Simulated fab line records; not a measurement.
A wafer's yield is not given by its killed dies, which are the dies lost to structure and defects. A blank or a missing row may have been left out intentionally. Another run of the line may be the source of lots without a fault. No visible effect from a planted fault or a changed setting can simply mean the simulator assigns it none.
Chamber matching :: flow n5 finfet :: 3 sister chambers for N5_BEOL_M13_ILD_DEP_00 on pecvd-04
The step deposits SiOC from DEMS/O2, target thk 837.92 nm, time 166.4 s. 3 wafers are shown with their chamber, then 12 later ones without.

WAFERS, EACH WITH ITS CHAMBER
wafer: L087.5
chamber: 1
throttle valve pct (%): 11.7

wafer: L092.1
chamber: 0
throttle valve pct (%): 12.7

wafer: L092.4
chamber: 2
throttle valve pct (%): 11.2

WAFERS WHOSE CHAMBER IS MISSING
wafer: L091.1
throttle valve pct (%): 12.4

wafer: L091.2
throttle valve pct (%): 11.5

wafer: L091.3
throttle valve pct (%): 11.4

wafer: L091.4
throttle valve pct (%): 11.5

wafer: L091.5
throttle valve pct (%): 12.7

wafer: L091.6
throttle valve pct (%): 11.5

wafer: L094.2
throttle valve pct (%): 11.5

wafer: L094.5
throttle valve pct (%): 11.4

wafer: L094.6
throttle valve pct (%): 12.7

wafer: L097.1
throttle valve pct (%): 11.1

wafer: L097.2
throttle valve pct (%): 11.4

wafer: L097.6
throttle valve pct (%): 11.4

CHAMBER TAKEN BY EACH
wafer: L091.1
from the rows above: 0
in truth: 0

wafer: L091.2
from the rows above: can't be placed: 1 or 2
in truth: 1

wafer: L091.3
from the rows above: can't be placed: 2 or 1
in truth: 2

wafer: L091.4
from the rows above: can't be placed: 1 or 2
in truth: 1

wafer: L091.5
from the rows above: 0
in truth: 0

wafer: L091.6
from the rows above: can't be placed: 1 or 2
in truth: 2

wafer: L094.2
from the rows above: can't be placed: 1 or 2
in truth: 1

wafer: L094.5
from the rows above: can't be placed: 2 or 1
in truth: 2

wafer: L094.6
from the rows above: 0
in truth: 0

wafer: L097.1
from the rows above: 2
in truth: 2

wafer: L097.2
from the rows above: can't be placed: 2 or 1
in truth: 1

wafer: L097.6
from the rows above: can't be placed: 2 or 1
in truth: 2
Correctly placed: 4 of 12. Not placeable from these rows: 8 (in 8, the candidates include the true chamber). Number placed wrongly: 0.
How it was worked out, from the rows above alone: a wafer's distance from a chamber is the root of the sum, over the readings, of the square of ((its reading less the chamber's mean) divided by the reading's scatter). If the next closest chamber is less than 2 further off than the closest, the wafer can't be placed; otherwise it belongs to the closest. Each chamber's mean is taken over the wafers shown for it. The scatter (one wafer shown for each chamber): square how far every hidden wafer sits from the nearest shown wafer, average those squares and take the square root.
